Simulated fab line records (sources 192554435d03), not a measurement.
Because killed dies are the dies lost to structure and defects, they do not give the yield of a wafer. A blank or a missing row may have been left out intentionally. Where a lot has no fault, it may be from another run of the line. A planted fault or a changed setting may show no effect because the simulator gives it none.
Which tool was responsible? + flow n5_finfet + 11 lots, 33 wafers sampled, at 5 steps of a route of 1938

WHAT THE GAUGES SHOWED, per wafer
No reading from a measuring or inspecting step in the record can be judged against a usual standard deviation.

TOOL THAT RAN EACH LOT (tool first, then ch and the chambers of the sampled wafers, then the start)
| lot  | N5_BEOL_M7_CVD_78                | N5_MIM_BOT_ETCH_ETCH_03           | N5_PASSIVATION_DEGAS_18      | N5_PASSIVATION_DESCUM_32           | N5_PASSIVATION_PROBE_49 |
|------|----------------------------------|-----------------------------------|------------------------------|------------------------------------|-------------------------|
| L850 | cvd_co-02 ch 0,1,2, day 9 03:28  | rie_metal-01 ch 0,1, day 11 15:57 | pvd_sputter-01, day 11 18:57 | rie_diel-05 ch 0,2,3, day 11 19:49 | -                       |
| L851 | cvd_co-02 ch 1,2, day 9 14:04    | rie_metal-02 ch 0, day 12 03:58   | pvd_sputter-03, day 12 06:37 | rie_diel-04 ch 0,2,3, day 12 07:31 | -                       |
| L852 | cvd_co-02 ch 0,2, day 9 21:30    | rie_metal-01 ch 0,1, day 12 15:14 | pvd_sputter-01, day 12 17:47 | rie_diel-05 ch 1,2, day 12 18:39   | -                       |
| L855 | cvd_co-02 ch 0,1,2, day 10 13:55 | rie_metal-03 ch 0,1, day 13 06:36 | pvd_sputter-01, day 13 09:17 | rie_diel-04 ch 0,1, day 13 10:05   | -                       |
| L859 | cvd_co-02 ch 1,2, day 11 04:31   | rie_metal-01 ch 0,1, day 13 22:45 | pvd_sputter-01, day 14 01:19 | rie_diel-03 ch 0,2,3, day 14 02:04 | prober-01, day 14 06:54 |
| L858 | cvd_co-02 ch 0,1,2, day 11 08:15 | rie_metal-01 ch 0,1, day 14 02:23 | pvd_sputter-02, day 14 12:10 | rie_diel-05 ch 0,2, day 14 13:02   | prober-01, day 14 18:00 |
| L866 | cvd_co-01 ch 1, day 13 13:59     | rie_metal-01 ch 0,1, day 16 09:55 | pvd_sputter-02, day 16 14:58 | rie_diel-04 ch 0,1,3, day 16 15:43 | -                       |
| L868 | cvd_co-01 ch 0,1, day 13 21:56   | rie_metal-02 ch 0,1, day 16 22:26 | pvd_sputter-03, day 17 00:56 | rie_diel-05 ch 0,3, day 17 01:48   | -                       |
| L872 | cvd_co-02 ch 0,1,2, day 15 06:35 | rie_metal-01 ch 0,1, day 17 13:46 | pvd_sputter-03, day 17 17:41 | rie_diel-04 ch 0,1,2, day 17 18:25 | -                       |
| L870 | cvd_co-01 ch 2, day 15 09:08     | rie_metal-01 ch 0,1, day 18 03:19 | pvd_sputter-01, day 18 10:42 | rie_diel-04 ch 1,2,3, day 18 11:26 | -                       |
| L873 | cvd_co-02 ch 0,1,2, day 16 06:04 | rie_metal-01 ch 0,1, day 18 23:05 | pvd_sputter-02, day 19 01:25 | rie_diel-04 ch 0,1,3, day 19 02:09 | -                       |
- N5_BEOL_M7_CVD_78: deposits Co from CCTBA/H2, target thk 2 nm, time 142.3 s.
- N5_MIM_BOT_ETCH_ETCH_03: etches the open film in Cl2/BCl3, target depth 12 nm.
- N5_PASSIVATION_DEGAS_18: time 60 s.
- N5_PASSIVATION_DESCUM_32: chemistry O2, time 7.9 s.
- N5_PASSIVATION_PROBE_49

AS READ BY THE TOOLS THEMSELVES (means over the sampled wafers that have a number; for cases with no such wafer, the mark the record gives instead)
N5_BEOL_M7_CVD_78. Usual: chamber_pressure_Torr reads 30.00 Torr (standard deviation 0.067).
| lot  | tool      | chamber_pressure_Torr (Torr) | flag |
|------|-----------|------------------------------|------|
| L850 | cvd_co-02 | 30.04                        |      |
| L851 | cvd_co-02 | 29.98                        |      |
| L852 | cvd_co-02 | 29.93                        |      |
| L855 | cvd_co-02 | 29.98                        |      |
| L859 | cvd_co-02 | 30.07                        |      |
| L858 | cvd_co-02 | 29.98                        |      |
| L866 | cvd_co-01 | 29.98                        |      |
| L868 | cvd_co-01 | 30.03                        |      |
| L872 | cvd_co-02 | 29.93                        |      |
| L870 | cvd_co-01 | 30.01                        |      |
| L873 | cvd_co-02 | 30.04                        |      |

N5_MIM_BOT_ETCH_ETCH_03. Usual: chamber_pressure_mTorr 8.000 mTorr, standard deviation 0.0079; drypump_motor_current_A 5.4 A, standard deviation 0.4; oes_product_au 0.81 a.u., standard deviation 0.07; throttle_valve_pct 27.6 %, standard deviation 0.45.
| lot  | tool         | chamber_pressure_mTorr (mTorr) | drypump_motor_current_A (A) | oes_product_au (a.u.) | throttle_valve_pct (%) | flag |
|------|--------------|--------------------------------|-----------------------------|-----------------------|------------------------|------|
| L850 | rie_metal-01 | 8.004                          | 5.1                         | 0.85                  | 27.5                   |      |
| L851 | rie_metal-02 | 8.003                          | 6.0                         | 0.89                  | 27.1                   |      |
| L852 | rie_metal-01 | 8.005                          | 5.0                         | 0.79                  | 27.3                   |      |
| L855 | rie_metal-03 | 8.005                          | 5.4                         | 0.78                  | 28.1                   |      |
| L859 | rie_metal-01 | 7.999                          | 5.1                         | 0.82                  | 27.5                   |      |
| L858 | rie_metal-01 | 7.995                          | 5.1                         | 0.77                  | 27.3                   |      |
| L866 | rie_metal-01 | 8.002                          | 5.1                         | 0.81                  | 27.5                   |      |
| L868 | rie_metal-02 | 8.002                          | 6.1                         | 0.88                  | 27.6                   |      |
| L872 | rie_metal-01 | 8.000                          | 5.1                         | 0.80                  | 27.5                   |      |
| L870 | rie_metal-01 | 7.998                          | 5.1                         | 0.78                  | 27.5                   |      |
| L873 | rie_metal-01 | 8.009                          | 5.0                         | 0.75                  | 27.3                   |      |

N5_PASSIVATION_DEGAS_18. Usual: heater_power_w reads 459 W (standard deviation 63).
| lot  | tool           | heater_power_w (W) | flag |
|------|----------------|--------------------|------|
| L850 | pvd_sputter-01 | 460                |      |
| L851 | pvd_sputter-03 | 449                |      |
| L852 | pvd_sputter-01 | 446                |      |
| L855 | pvd_sputter-01 | 445                |      |
| L859 | pvd_sputter-01 | 463                |      |
| L858 | pvd_sputter-02 | 546                |      |
| L866 | pvd_sputter-02 | 508                |      |
| L868 | pvd_sputter-03 | 415                |      |
| L872 | pvd_sputter-03 | 446                |      |
| L870 | pvd_sputter-01 | 434                |      |
| L873 | pvd_sputter-02 | 508                |      |

N5_PASSIVATION_DESCUM_32. Usual: bias_power_w 20.01 W (standard deviation 0.066); chamber_pressure_mTorr 19.998 mTorr (standard deviation 0.018); drypump_motor_current_A 5.9 A (standard deviation 0.47); oes_product_au 0.83 a.u. (standard deviation 0.081); rf_vpp_V 243.7 V (standard deviation 1.4); showerhead_plenum_p_Torr 2.13 Torr (standard deviation 0.066); throttle_valve_pct 20.36 % (standard deviation 0.27).
| lot  | tool        | bias_power_w (W) | chamber_pressure_mTorr (mTorr) | drypump_motor_current_A (A) | oes_product_au (a.u.) | rf_vpp_V (V) | showerhead_plenum_p_Torr (Torr) | throttle_valve_pct (%) | flag |
|------|-------------|------------------|--------------------------------|-----------------------------|-----------------------|--------------|---------------------------------|------------------------|------|
| L850 | rie_diel-05 | 19.97            | 20.005                         | 5.8                         | 0.77                  | 244.2        | 2.15                            | 20.30                  |      |
| L851 | rie_diel-04 | 19.99            | 19.991                         | 5.9                         | 0.84                  | 243.1        | 2.10                            | 20.59                  |      |
| L852 | rie_diel-05 | 20.02            | 19.972                         | 5.3                         | 0.79                  | 243.5        | 2.11                            | 20.04                  |      |
| L855 | rie_diel-04 | 20.08            | 19.978                         | 6.2                         | 0.83                  | 243.3        | 2.11                            | 20.40                  |      |
| L859 | rie_diel-03 | 20.02            | 20.009                         | 5.7                         | 0.89                  | 243.7        | 2.14                            | 20.18                  |      |
| L858 | rie_diel-05 | 20.05            | 19.990                         | 6.1                         | 0.78                  | 244.6        | 2.18                            | 20.33                  |      |
| L866 | rie_diel-04 | 20.07            | 20.004                         | 6.1                         | 0.83                  | 243.6        | 2.12                            | 20.51                  |      |
| L868 | rie_diel-05 | 20.02            | 19.990                         | 6.0                         | 0.85                  | 243.0        | 2.10                            | 20.37                  |      |
| L872 | rie_diel-04 | 20.00            | 19.999                         | 6.0                         | 0.86                  | 243.4        | 2.15                            | 20.43                  |      |
| L870 | rie_diel-04 | 19.98            | 19.987                         | 5.7                         | 0.84                  | 245.0        | 2.15                            | 20.34                  |      |
| L873 | rie_diel-04 | 20.01            | 19.991                         | 6.1                         | 0.81                  | 243.9        | 2.11                            | 20.54                  |      |

N5_PASSIVATION_PROBE_49. Usual: defect_limited_yield 91.4 %, standard deviation 1.5; killed_at_M0_to_M3 35, standard deviation 11; killed_at_M4_up 16, standard deviation 7; killed_at_contacts 11, standard deviation 5.3; killed_at_front_end 37, standard deviation 11; killed_at_other 3.1, standard deviation 2.8; killed_dies 102, standard deviation 18; killed_on_rim 13, standard deviation 3.7; killed_open 69, standard deviation 15; killed_short 31, standard deviation 7.8; sort_bin_5_function 5.1 %, standard deviation 1.1; sort_bin_6_memory 3.2 %, standard deviation 0.69; sort_n_pass 1078, standard deviation 18; sort_yield_pct 91.4 %, standard deviation 1.5.
| lot  | tool      | defect_limited_yield (%) | killed_at_M0_to_M3 | killed_at_M4_up | killed_at_contacts | killed_at_front_end | killed_at_other | killed_dies | killed_on_rim | killed_open | killed_short | sort_bin_5_function (%) | sort_bin_6_memory (%) | sort_n_pass | sort_yield_pct (%) | flag |
|------|-----------|--------------------------|--------------------|-----------------|--------------------|---------------------|-----------------|-------------|---------------|-------------|--------------|-------------------------|-----------------------|-------------|--------------------|------|
| L859 | prober-01 | 90.4                     | 24                 | 40              | 15                 | 32                  | 2.0             | 113         | 18            | 60          | 26           | 5.2                     | 3.6                   | 1067        | 90.4               | OFF  |
| L858 | prober-01 | 89.8                     | 31                 | 38              | 18                 | 28                  | 5.3             | 121         | 18            | 69          | 25           | 5.9                     | 3.8                   | 1059        | 89.8               | OFF  |

THE ANSWER, worked out from the rows above alone
Rule: take the mean of a lot's wafers that have a number; if it is more than 3 standard deviations from the usual mean, the lot is off. Also off: a lot with no number at a reading for which 4 or more lots have one. The other lots that the step has rows for count as sound. Order of review: gauges by route order, followed by the tools' own readings, for which a lot's mean as printed above is used. At the first step where some lot is off, the reading lying furthest off is the one used; lots without a number count as furthest.
Off: L859, L858 (N5_PASSIVATION_PROBE_49, killed_at_M4_up). Neither off nor sound, because the step has no rows for them: L850, L851, L852, L855, L866, L868, L872, L870, L873.
A tool fits if, at that step or a process step before it, it ran every lot that is off, and no sound lot after the first of them. Can't be told from this: 3 tools fit, cvd_co-02 at N5_BEOL_M7_CVD_78, rie_metal-01 at N5_MIM_BOT_ETCH_ETCH_03, prober-01 at N5_PASSIVATION_PROBE_49.

WHAT WAS PUT IN BY THE SIMULATOR
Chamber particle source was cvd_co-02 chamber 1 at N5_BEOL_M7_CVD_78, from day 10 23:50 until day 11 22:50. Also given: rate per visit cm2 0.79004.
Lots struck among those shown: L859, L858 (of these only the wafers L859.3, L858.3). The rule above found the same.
